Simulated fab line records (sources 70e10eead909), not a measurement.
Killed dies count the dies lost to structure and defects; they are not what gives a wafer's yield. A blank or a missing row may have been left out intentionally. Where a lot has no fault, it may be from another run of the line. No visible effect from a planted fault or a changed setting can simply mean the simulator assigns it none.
Which tool is to blame? || flow nand harc || Sampling: 24 lots, 72 wafers, 3 of 1302 route steps

## WHAT THE GAUGES READ, wafer by wafer
NHARC_P_CONTACT_CD_MEAS_12: target cd 90 nm. Usual: cd nm reads 89.9 nm (standard deviation 0.7).
{"lot": "L074", "measured": "day 5 15:10", "on": "cd sem-02", "cd nm (nm)": "90.6 90.6 89.8", "flag": ""}
{"lot": "L075", "measured": "day 6 12:44", "on": "cd sem-03", "cd nm (nm)": "89.7 90.9 89.5", "flag": ""}
{"lot": "L076", "measured": "day 6 21:08", "on": "cd sem-03", "cd nm (nm)": "90.8 90.2 88.9", "flag": ""}
{"lot": "L077", "measured": "day 7 03:54", "on": "cd sem-01", "cd nm (nm)": "89.1 89.2 89.0", "flag": ""}
{"lot": "L078", "measured": "day 7 16:16", "on": "cd sem-03", "cd nm (nm)": "90.2 89.2 89.1", "flag": ""}
{"lot": "L079", "measured": "day 8 02:41", "on": "cd sem-02", "cd nm (nm)": "90.4 90.1 91.5", "flag": ""}
{"lot": "L080", "measured": "day 8 05:24", "on": "cd sem-02", "cd nm (nm)": "89.8 91.1 91.1", "flag": ""}
{"lot": "L081", "measured": "day 8 17:48", "on": "cd sem-02", "cd nm (nm)": "90.2 89.2 88.8", "flag": ""}
{"lot": "L082", "measured": "day 9 04:33", "on": "cd sem-03", "cd nm (nm)": "89.3 89.6 90.1", "flag": ""}
{"lot": "L083", "measured": "day 9 17:31", "on": "cd sem-01", "cd nm (nm)": "89.4 90.7 88.6", "flag": ""}
{"lot": "L084", "measured": "day 10 03:51", "on": "cd sem-02", "cd nm (nm)": "89.5 90.0 90.4", "flag": ""}
{"lot": "L085", "measured": "day 10 12:40", "on": "cd sem-03", "cd nm (nm)": "88.6 89.9 90.0", "flag": ""}
{"lot": "L086", "measured": "day 10 17:11", "on": "cd sem-03", "cd nm (nm)": "90.8 90.3 89.6", "flag": ""}
{"lot": "L087", "measured": "day 11 06:56", "on": "cd sem-02", "cd nm (nm)": "89.7 91.2 89.8", "flag": ""}
{"lot": "L088", "measured": "day 12 05:28", "on": "cd sem-01", "cd nm (nm)": "89.1 90.0 89.8", "flag": ""}
{"lot": "L089", "measured": "day 12 05:52", "on": "cd sem-01", "cd nm (nm)": "89.7 91.1 90.7", "flag": ""}
{"lot": "L090", "measured": "day 12 23:20", "on": "cd sem-01", "cd nm (nm)": "88.4 90.6 90.2", "flag": ""}
{"lot": "L091", "measured": "day 13 05:49", "on": "cd sem-01", "cd nm (nm)": "90.1 88.9 90.2", "flag": ""}
{"lot": "L092", "measured": "day 13 05:59", "on": "cd sem-03", "cd nm (nm)": "90.1 88.8 90.9", "flag": ""}
{"lot": "L093", "measured": "day 13 23:53", "on": "cd sem-01", "cd nm (nm)": "89.0 90.6 90.2", "flag": ""}
{"lot": "L094", "measured": "day 14 00:36", "on": "cd sem-02", "cd nm (nm)": "88.9 89.3 89.5", "flag": ""}
{"lot": "L095", "measured": "day 14 10:40", "on": "cd sem-02", "cd nm (nm)": "88.7 89.0 89.3", "flag": ""}
{"lot": "L096", "measured": "day 14 20:42", "on": "cd sem-01", "cd nm (nm)": "90.9 90.0 90.2", "flag": ""}
{"lot": "L097", "measured": "day 15 15:27", "on": "cd sem-01", "cd nm (nm)": "89.3 89.9 90.4", "flag": ""}

## TOOL THAT RAN EACH LOT (tool first, then ch and the chambers of the sampled wafers, then the start)
{"lot": "L074", "NHARC_P_GATE_STRIP_113": "plasma asher-01 ch 0,1, day 5 11:07", "NHARC_P_CONTACT_DEP_00": "pecvd-04 ch 0,2, day 5 15:10 or earlier"}
{"lot": "L075", "NHARC_P_GATE_STRIP_113": "plasma asher-02 ch 0,1, day 6 08:43", "NHARC_P_CONTACT_DEP_00": "pecvd-03 ch 0,1,2, day 6 12:44 or earlier"}
{"lot": "L076", "NHARC_P_GATE_STRIP_113": "plasma asher-02 ch 0,1, day 6 16:55", "NHARC_P_CONTACT_DEP_00": "pecvd-03 ch 0,2, day 6 21:08 or earlier"}
{"lot": "L077", "NHARC_P_GATE_STRIP_113": "plasma asher-02 ch 0,1, day 6 23:52", "NHARC_P_CONTACT_DEP_00": "pecvd-04 ch 0,2, day 7 03:54 or earlier"}
{"lot": "L078", "NHARC_P_GATE_STRIP_113": "plasma asher-01 ch 0,1, day 7 12:16", "NHARC_P_CONTACT_DEP_00": "pecvd-01 ch 0,1,2, day 7 16:16 or earlier"}
{"lot": "L079", "NHARC_P_GATE_STRIP_113": "plasma asher-02 ch 0,1, day 7 22:54", "NHARC_P_CONTACT_DEP_00": "pecvd-03 ch 0,1, day 8 02:41 or earlier"}
{"lot": "L080", "NHARC_P_GATE_STRIP_113": "plasma asher-02 ch 0,1, day 8 01:24", "NHARC_P_CONTACT_DEP_00": "pecvd-03 ch 0,2, day 8 05:24 or earlier"}
{"lot": "L081", "NHARC_P_GATE_STRIP_113": "plasma asher-01 ch 0, day 8 13:26", "NHARC_P_CONTACT_DEP_00": "pecvd-03 ch 1,2, day 8 17:48 or earlier"}
{"lot": "L082", "NHARC_P_GATE_STRIP_113": "plasma asher-01 ch 0,1, day 9 00:26", "NHARC_P_CONTACT_DEP_00": "pecvd-01 ch 0,2, day 9 04:33 or earlier"}
{"lot": "L083", "NHARC_P_GATE_STRIP_113": "plasma asher-02 ch 0,1, day 9 13:31", "NHARC_P_CONTACT_DEP_00": "pecvd-04 ch 0,1,2, day 9 17:31 or earlier"}
{"lot": "L084", "NHARC_P_GATE_STRIP_113": "plasma asher-02 ch 0,1, day 9 23:47", "NHARC_P_CONTACT_DEP_00": "pecvd-01 ch 1,2, day 10 03:51 or earlier"}
{"lot": "L085", "NHARC_P_GATE_STRIP_113": "plasma asher-01 ch 0,1, day 10 08:30", "NHARC_P_CONTACT_DEP_00": "pecvd-04 ch 0,1, day 10 12:40 or earlier"}
{"lot": "L086", "NHARC_P_GATE_STRIP_113": "plasma asher-01 ch 0,1, day 10 13:01", "NHARC_P_CONTACT_DEP_00": "pecvd-03 ch 0,1, day 10 17:11 or earlier"}
{"lot": "L087", "NHARC_P_GATE_STRIP_113": "plasma asher-02 ch 0,1, day 11 02:53", "NHARC_P_CONTACT_DEP_00": "pecvd-03 ch 0,2, day 11 06:56 or earlier"}
{"lot": "L088", "NHARC_P_GATE_STRIP_113": "plasma asher-01 ch 1, day 12 00:41", "NHARC_P_CONTACT_DEP_00": "pecvd-04 ch 0,2, day 12 05:28 or earlier"}
{"lot": "L089", "NHARC_P_GATE_STRIP_113": "plasma asher-02 ch 0,1, day 12 01:34", "NHARC_P_CONTACT_DEP_00": "pecvd-01 ch 0,1,2, day 12 05:52 or earlier"}
{"lot": "L090", "NHARC_P_GATE_STRIP_113": "plasma asher-02 ch 0,1, day 12 19:19", "NHARC_P_CONTACT_DEP_00": "pecvd-04 ch 0,1, day 12 23:20 or earlier"}
{"lot": "L091", "NHARC_P_GATE_STRIP_113": "plasma asher-01 ch 0,1, day 13 01:56", "NHARC_P_CONTACT_DEP_00": "pecvd-03 ch 0,1,2, day 13 05:49 or earlier"}
{"lot": "L092", "NHARC_P_GATE_STRIP_113": "plasma asher-02 ch 0,1, day 13 02:07", "NHARC_P_CONTACT_DEP_00": "pecvd-04 ch 0,1,2, day 13 05:59 or earlier"}
{"lot": "L093", "NHARC_P_GATE_STRIP_113": "plasma asher-01 ch 0, day 13 19:41", "NHARC_P_CONTACT_DEP_00": "pecvd-04 ch 0,2, day 13 23:53 or earlier"}
{"lot": "L094", "NHARC_P_GATE_STRIP_113": "plasma asher-02 ch 0,1, day 13 20:22", "NHARC_P_CONTACT_DEP_00": "pecvd-03 ch 1,2, day 14 00:36 or earlier"}
{"lot": "L095", "NHARC_P_GATE_STRIP_113": "plasma asher-02 ch 0,1, day 14 06:31", "NHARC_P_CONTACT_DEP_00": "pecvd-03 ch 0,1,2, day 14 10:40 or earlier"}
{"lot": "L096", "NHARC_P_GATE_STRIP_113": "plasma asher-01 ch 1, day 14 16:38", "NHARC_P_CONTACT_DEP_00": "pecvd-04 ch 1,2, day 14 20:42 or earlier"}
{"lot": "L097", "NHARC_P_GATE_STRIP_113": "plasma asher-02 ch 0,1, day 15 11:26", "NHARC_P_CONTACT_DEP_00": "pecvd-03 ch 1,2, day 15 15:27 or earlier"}
- NHARC_P_GATE_STRIP_113: strips in N2/H2, time 740 s.
- NHARC_P_CONTACT_DEP_00: deposits SiO2, target thk 500 nm.

## WHAT THE TOOLS THEMSELVES READ (means of the sampled wafers that have a number; where no wafer has one, the mark that the record gives instead)
NHARC_P_GATE_STRIP_113. Usual: drypump motor current A 6.0 A, standard deviation 0.39; heater power w 84 W, standard deviation 6.5.
{"lot": "L074", "tool": "plasma asher-01", "drypump motor current A (A)": 6.0, "heater power w (W)": 90, "flag": ""}
{"lot": "L075", "tool": "plasma asher-02", "drypump motor current A (A)": 6.1, "heater power w (W)": 83, "flag": ""}
{"lot": "L076", "tool": "plasma asher-02", "drypump motor current A (A)": 5.8, "heater power w (W)": 77, "flag": ""}
{"lot": "L077", "tool": "plasma asher-02", "drypump motor current A (A)": 6.1, "heater power w (W)": 82, "flag": ""}
{"lot": "L078", "tool": "plasma asher-01", "drypump motor current A (A)": 6.0, "heater power w (W)": 88, "flag": ""}
{"lot": "L079", "tool": "plasma asher-02", "drypump motor current A (A)": 5.8, "heater power w (W)": 77, "flag": ""}
{"lot": "L080", "tool": "plasma asher-02", "drypump motor current A (A)": 5.9, "heater power w (W)": 78, "flag": ""}
{"lot": "L081", "tool": "plasma asher-01", "drypump motor current A (A)": 6.2, "heater power w (W)": 88, "flag": ""}
{"lot": "L082", "tool": "plasma asher-01", "drypump motor current A (A)": 5.9, "heater power w (W)": 89, "flag": ""}
{"lot": "L083", "tool": "plasma asher-02", "drypump motor current A (A)": 5.8, "heater power w (W)": 78, "flag": ""}
{"lot": "L084", "tool": "plasma asher-02", "drypump motor current A (A)": 5.8, "heater power w (W)": 79, "flag": ""}
{"lot": "L085", "tool": "plasma asher-01", "drypump motor current A (A)": 6.0, "heater power w (W)": 87, "flag": ""}
{"lot": "L086", "tool": "plasma asher-01", "drypump motor current A (A)": 6.0, "heater power w (W)": 89, "flag": ""}
{"lot": "L087", "tool": "plasma asher-02", "drypump motor current A (A)": 5.9, "heater power w (W)": 77, "flag": ""}
{"lot": "L088", "tool": "plasma asher-01", "drypump motor current A (A)": 5.7, "heater power w (W)": 89, "flag": ""}
{"lot": "L089", "tool": "plasma asher-02", "drypump motor current A (A)": 6.1, "heater power w (W)": 83, "flag": ""}
{"lot": "L090", "tool": "plasma asher-02", "drypump motor current A (A)": 6.1, "heater power w (W)": 85, "flag": ""}
{"lot": "L091", "tool": "plasma asher-01", "drypump motor current A (A)": 5.9, "heater power w (W)": 90, "flag": ""}
{"lot": "L092", "tool": "plasma asher-02", "drypump motor current A (A)": 5.8, "heater power w (W)": 80, "flag": ""}
{"lot": "L093", "tool": "plasma asher-01", "drypump motor current A (A)": 6.2, "heater power w (W)": 89, "flag": ""}
{"lot": "L094", "tool": "plasma asher-02", "drypump motor current A (A)": 5.8, "heater power w (W)": 80, "flag": ""}
{"lot": "L095", "tool": "plasma asher-02", "drypump motor current A (A)": 6.1, "heater power w (W)": 84, "flag": ""}
{"lot": "L096", "tool": "plasma asher-01", "drypump motor current A (A)": 5.7, "heater power w (W)": 89, "flag": ""}
{"lot": "L097", "tool": "plasma asher-02", "drypump motor current A (A)": 6.1, "heater power w (W)": 83, "flag": ""}

NHARC_P_CONTACT_DEP_00. Usual: flow sccm 2650 sccm, standard deviation 7.3; heater power w 539 W, standard deviation 110; susceptor temp C 400.00 C, standard deviation 0.24; throttle valve pct 15.8 %, standard deviation 0.52.
{"lot": "L074", "tool": "pecvd-04", "flow sccm (sccm)": 2653, "heater power w (W)": 589, "susceptor temp C (C)": 399.95, "throttle valve pct (%)": 16.1, "flag": ""}
{"lot": "L075", "tool": "pecvd-03", "flow sccm (sccm)": 2642, "heater power w (W)": 529, "susceptor temp C (C)": 399.99, "throttle valve pct (%)": 15.4, "flag": ""}
{"lot": "L076", "tool": "pecvd-03", "flow sccm (sccm)": 2650, "heater power w (W)": 619, "susceptor temp C (C)": 400.03, "throttle valve pct (%)": 15.5, "flag": ""}
{"lot": "L077", "tool": "pecvd-04", "flow sccm (sccm)": 2650, "heater power w (W)": 657, "susceptor temp C (C)": 399.97, "throttle valve pct (%)": 16.3, "flag": ""}
{"lot": "L078", "tool": "pecvd-01", "flow sccm (sccm)": 2650, "heater power w (W)": 590, "susceptor temp C (C)": 400.05, "throttle valve pct (%)": 15.9, "flag": ""}
{"lot": "L079", "tool": "pecvd-03", "flow sccm (sccm)": 2649, "heater power w (W)": 490, "susceptor temp C (C)": 399.80, "throttle valve pct (%)": 15.6, "flag": ""}
{"lot": "L080", "tool": "pecvd-03", "flow sccm (sccm)": 2656, "heater power w (W)": 560, "susceptor temp C (C)": 399.84, "throttle valve pct (%)": 15.5, "flag": ""}
{"lot": "L081", "tool": "pecvd-03", "flow sccm (sccm)": 2651, "heater power w (W)": 479, "susceptor temp C (C)": 400.25, "throttle valve pct (%)": 15.4, "flag": ""}
{"lot": "L082", "tool": "pecvd-01", "flow sccm (sccm)": 2647, "heater power w (W)": 500, "susceptor temp C (C)": 399.92, "throttle valve pct (%)": 16.3, "flag": ""}
{"lot": "L083", "tool": "pecvd-04", "flow sccm (sccm)": 2659, "heater power w (W)": 507, "susceptor temp C (C)": 399.86, "throttle valve pct (%)": 16.1, "flag": ""}
{"lot": "L084", "tool": "pecvd-01", "flow sccm (sccm)": 2648, "heater power w (W)": 636, "susceptor temp C (C)": 399.71, "throttle valve pct (%)": 16.2, "flag": ""}
{"lot": "L085", "tool": "pecvd-04", "flow sccm (sccm)": 2650, "heater power w (W)": 491, "susceptor temp C (C)": 400.03, "throttle valve pct (%)": 16.1, "flag": ""}
{"lot": "L086", "tool": "pecvd-03", "flow sccm (sccm)": 2650, "heater power w (W)": 554, "susceptor temp C (C)": 399.85, "throttle valve pct (%)": 15.6, "flag": ""}
{"lot": "L087", "tool": "pecvd-03", "flow sccm (sccm)": 2651, "heater power w (W)": 621, "susceptor temp C (C)": 400.24, "throttle valve pct (%)": 15.9, "flag": ""}
{"lot": "L088", "tool": "pecvd-04", "flow sccm (sccm)": 2653, "heater power w (W)": 597, "susceptor temp C (C)": 399.92, "throttle valve pct (%)": 15.9, "flag": ""}
{"lot": "L089", "tool": "pecvd-01", "flow sccm (sccm)": 2649, "heater power w (W)": 530, "susceptor temp C (C)": 400.06, "throttle valve pct (%)": 16.2, "flag": ""}
{"lot": "L090", "tool": "pecvd-04", "flow sccm (sccm)": 2643, "heater power w (W)": 545, "susceptor temp C (C)": 399.91, "throttle valve pct (%)": 16.2, "flag": ""}
{"lot": "L091", "tool": "pecvd-03", "flow sccm (sccm)": 2646, "heater power w (W)": 544, "susceptor temp C (C)": 399.95, "throttle valve pct (%)": 15.6, "flag": ""}
{"lot": "L092", "tool": "pecvd-04", "flow sccm (sccm)": 2654, "heater power w (W)": 561, "susceptor temp C (C)": 400.39, "throttle valve pct (%)": 15.9, "flag": ""}
{"lot": "L093", "tool": "pecvd-04", "flow sccm (sccm)": 2654, "heater power w (W)": 556, "susceptor temp C (C)": 399.70, "throttle valve pct (%)": 15.7, "flag": ""}
{"lot": "L094", "tool": "pecvd-03", "flow sccm (sccm)": 2650, "heater power w (W)": 471, "susceptor temp C (C)": 399.97, "throttle valve pct (%)": 15.4, "flag": ""}
{"lot": "L095", "tool": "pecvd-03", "flow sccm (sccm)": 2653, "heater power w (W)": 570, "susceptor temp C (C)": 400.06, "throttle valve pct (%)": 15.8, "flag": ""}
{"lot": "L096", "tool": "pecvd-04", "flow sccm (sccm)": 2648, "heater power w (W)": 469, "susceptor temp C (C)": 400.14, "throttle valve pct (%)": 15.9, "flag": ""}
{"lot": "L097", "tool": "pecvd-03", "flow sccm (sccm)": 2655, "heater power w (W)": 428, "susceptor temp C (C)": 400.41, "throttle valve pct (%)": 15.6, "flag": ""}

## THE ANSWER, worked out from the rows above alone
Rule: a lot counts as off when the mean over its wafers that have a number is more than 3 standard deviations away from the usual mean. A lot without any number at a reading at which 4 lots or more have one is off too. Where the step has rows for the other lots, those lots are counted as sound. The gauges are gone through in route order, then the tools' own readings, and for those a lot's mean is taken as printed above. The first step at which some lot is off is used, and at that step the reading that is off furthest; a lot without a number counts as furthest.
None of the lots is off at any reading shown; this tells nothing.

## WHAT THE SIMULATOR PUT IN
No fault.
